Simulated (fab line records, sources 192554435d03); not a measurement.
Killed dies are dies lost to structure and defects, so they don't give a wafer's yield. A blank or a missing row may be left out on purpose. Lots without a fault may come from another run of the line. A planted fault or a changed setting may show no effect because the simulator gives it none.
Which tool did it? | flow n5_finfet | 23 lots, 69 wafers sampled, at 3 steps of a route of 1938

WHAT THE GAUGES READ, wafer by wafer
N5_SDB_THK_MEAS_31. Usual: SDB_THK 64.3 nm, standard deviation 0.96.
lot  | measured    | on            | SDB_THK (nm)   | flag
L074 | day 4 00:37 | film_metro-02 | 62.7 64.4 63.9 |
L076 | day 4 08:44 | film_metro-02 | 63.8 63.9 63.9 |
L075 | day 4 11:50 | film_metro-02 | 64.7 65.5 66.0 |
L077 | day 4 17:06 | film_metro-02 | 63.0 63.0 63.4 |
L078 | day 5 13:06 | film_metro-02 | 64.8 62.5 63.1 |
L080 | day 5 15:58 | film_metro-01 | 65.9 66.1 64.7 |
L081 | day 5 19:22 | film_metro-01 | 64.4 63.6 64.3 |
L082 | day 5 20:40 | film_metro-01 | 66.2 63.8 64.2 |
L083 | day 6 04:02 | film_metro-01 | 63.3 63.6 63.5 |
L084 | day 6 11:13 | film_metro-02 | 64.3 63.9 64.2 |
L085 | day 6 13:20 | film_metro-01 | 64.2 64.2 64.9 |
L086 | day 7 05:23 | film_metro-02 | 64.8 64.1 64.8 |
L087 | day 7 07:39 | film_metro-02 | 65.4 64.5 65.1 |
L088 | day 7 11:07 | film_metro-02 | 63.7 63.9 63.5 |
L089 | day 7 16:43 | film_metro-01 | 66.1 65.8 65.1 |
L090 | day 7 22:15 | film_metro-02 | 64.9 62.9 63.4 |
L091 | day 8 04:08 | film_metro-02 | 63.8 62.7 63.7 |
L092 | day 8 08:47 | film_metro-02 | 63.7 64.2 63.2 |
L093 | day 8 17:38 | film_metro-02 | 64.0 66.0 64.0 |
L094 | day 9 00:11 | film_metro-02 | 65.3 65.4 64.4 |
L095 | day 9 04:32 | film_metro-02 | 64.6 65.1 65.1 |
L096 | day 9 16:35 | film_metro-02 | 64.9 66.0 63.6 |
L097 | day 9 19:42 | film_metro-02 | 63.7 64.6 63.9 |

WHICH TOOL RAN EACH LOT (tool, then ch and the chambers of the sampled wafers, then the start)
lot  | N5_ILD0_CMP_07               | N5_ILD0_ALD_15
L074 | cmp-02 ch 0,1,3, day 3 16:14 | ald_sin-04 ch 1,2,3, day 3 17:20
L076 | cmp-01 ch 0,1,3, day 4 00:47 | ald_sin-02 ch 0,2, day 4 01:48
L075 | cmp-02 ch 0,2,3, day 4 03:48 | ald_sin-04 ch 0,2,3, day 4 04:42
L077 | cmp-02 ch 0,3, day 4 09:11   | ald_sin-01 ch 0,1,3, day 4 10:10
L078 | cmp-02 ch 1,2,3, day 5 04:41 | ald_sin-01 ch 0,1,3, day 5 05:42
L080 | cmp-03 ch 2,3, day 5 05:05   | ald_sin-01 ch 0,1,2, day 5 07:52
L081 | cmp-01 ch 0,1,3, day 5 11:11 | ald_sin-04 ch 0,3, day 5 12:21
L082 | cmp-03 ch 1,3, day 5 12:19   | ald_sin-01 ch 1,2,3, day 5 13:26
L083 | cmp-02 ch 1,2,3, day 5 19:51 | ald_sin-04 ch 0,1,2, day 5 20:52
L084 | cmp-03 ch 0,1,3, day 6 03:01 | ald_sin-02 ch 0,1,2, day 6 04:22
L085 | cmp-01 ch 0,2,3, day 6 05:29 | ald_sin-01 ch 1,2,3, day 6 06:30
L086 | cmp-03 ch 0,1,2, day 6 21:38 | ald_sin-02 ch 0,2,3, day 6 22:35
L087 | cmp-02 ch 0,2, day 6 22:52   | ald_sin-01 ch 1,2,3, day 7 00:19
L088 | cmp-02 ch 0,2, day 7 02:29   | ald_sin-04 ch 0,1,2, day 7 03:48
L089 | cmp-03 ch 1,3, day 7 08:34   | ald_sin-01 ch 0,1,3, day 7 09:34
L090 | cmp-02 ch 0,2,3, day 7 13:53 | ald_sin-01 ch 1,2,3, day 7 15:04
L091 | cmp-02 ch 0,1,2, day 7 19:29 | ald_sin-01 ch 1,3, day 7 20:44
L092 | cmp-01 ch 1,2,3, day 8 00:43 | ald_sin-02 ch 1,2,3, day 8 01:38
L093 | cmp-01 ch 1,3, day 8 08:57   | ald_sin-01 ch 1,3, day 8 10:25
L094 | cmp-03 ch 0,1,3, day 8 15:41 | ald_sin-01 ch 0,2,3, day 8 16:57
L095 | cmp-01 ch 2,3, day 8 20:23   | ald_sin-01 ch 0,3, day 8 21:44
L096 | cmp-02 ch 2,3, day 9 07:59   | ald_sin-02 ch 0,1, day 9 09:05
L097 | cmp-03 ch 0,3, day 9 11:49   | ald_sin-01 ch 1,2,3, day 9 12:47
- N5_ILD0_CMP_07: polishes SiO2 flowable, stops on poly-Si, t overpolish 1.18 s, target thk 138.88 nm.
- N5_ILD0_ALD_15: deposits SiNx, target thk 24 nm, pulse time 1 s, ald cycles 480.

WHAT THE TOOLS THEMSELVES READ (means of the sampled wafers that have a number; where no wafer has one, the mark that the record gives instead)
N5_ILD0_CMP_07. Usual: motor_current_A 12.1 A, standard deviation 1.4; slurry_filter_dp_kPa 13.51 kPa, standard deviation 0.13.
lot  | tool   | motor_current_A (A) | slurry_filter_dp_kPa (kPa) | flag
L074 | cmp-02 | 11.2                | 13.40                      |
L076 | cmp-01 | 12.8                | 13.60                      |
L075 | cmp-02 | 10.5                | 13.54                      |
L077 | cmp-02 | 10.3                | 13.40                      |
L078 | cmp-02 | 11.3                | 13.55                      |
L080 | cmp-03 | 13.4                | 13.53                      |
L081 | cmp-01 | 12.8                | 13.47                      |
L082 | cmp-03 | 13.2                | 13.45                      |
L083 | cmp-02 | 11.5                | 13.54                      |
L084 | cmp-03 | 12.8                | 13.52                      |
L085 | cmp-01 | 12.1                | 13.52                      |
L086 | cmp-03 | 12.1                | 13.63                      |
L087 | cmp-02 | 11.1                | 13.53                      |
L088 | cmp-02 | 11.1                | 13.44                      |
L089 | cmp-03 | 13.7                | 13.47                      |
L090 | cmp-02 | 11.1                | 13.50                      |
L091 | cmp-02 | 11.7                | 13.52                      |
L092 | cmp-01 | 12.2                | 13.52                      |
L093 | cmp-01 | 12.9                | 13.51                      |
L094 | cmp-03 | 13.0                | 13.43                      |
L095 | cmp-01 | 12.7                | 13.51                      |
L096 | cmp-02 | 11.0                | 13.58                      |
L097 | cmp-03 | 13.7                | 13.51                      |

N5_ILD0_ALD_15. Usual: heater_power_w 897 W, standard deviation 65; precursor_pulse_height_rel 1.000, standard deviation 0.02.
lot  | tool       | heater_power_w (W) | precursor_pulse_height_rel | flag
L074 | ald_sin-04 | 916                | 1.009                      |
L076 | ald_sin-02 | 852                | 1.001                      |
L075 | ald_sin-04 | 889                | 0.978                      |
L077 | ald_sin-01 | 938                | 0.986                      |
L078 | ald_sin-01 | 915                | 0.987                      |
L080 | ald_sin-01 | 907                | 1.000                      |
L081 | ald_sin-04 | 866                | 1.011                      |
L082 | ald_sin-01 | 910                | 1.008                      |
L083 | ald_sin-04 | 900                | 1.010                      |
L084 | ald_sin-02 | 895                | 1.001                      |
L085 | ald_sin-01 | 941                | 0.994                      |
L086 | ald_sin-02 | 808                | 1.000                      |
L087 | ald_sin-01 | 913                | 0.991                      |
L088 | ald_sin-04 | 912                | 0.999                      |
L089 | ald_sin-01 | 928                | 1.024                      |
L090 | ald_sin-01 | 935                | 1.002                      |
L091 | ald_sin-01 | 937                | 1.007                      |
L092 | ald_sin-02 | 793                | 0.996                      |
L093 | ald_sin-01 | 929                | 0.994                      |
L094 | ald_sin-01 | 915                | 0.996                      |
L095 | ald_sin-01 | 940                | 0.997                      |
L096 | ald_sin-02 | 905                | 0.975                      |
L097 | ald_sin-01 | 935                | 0.991                      |

THE ANSWER, worked out from the rows above alone
Rule: a lot is off if the mean of its wafers that have a number lies more than 3 standard deviations from the usual mean. A lot without any number at a reading at which 4 lots or more have one is off too. The other lots that the step has rows for count as sound. The gauges are gone through in route order, then the tools' own readings, and for those a lot's mean is taken as printed above. The first step at which some lot is off is used, and at that step the reading that is off furthest; a lot without a number counts as furthest.
No lot is off at any reading shown: from this, nothing can be told.

WHAT THE SIMULATOR HAD PUT IN
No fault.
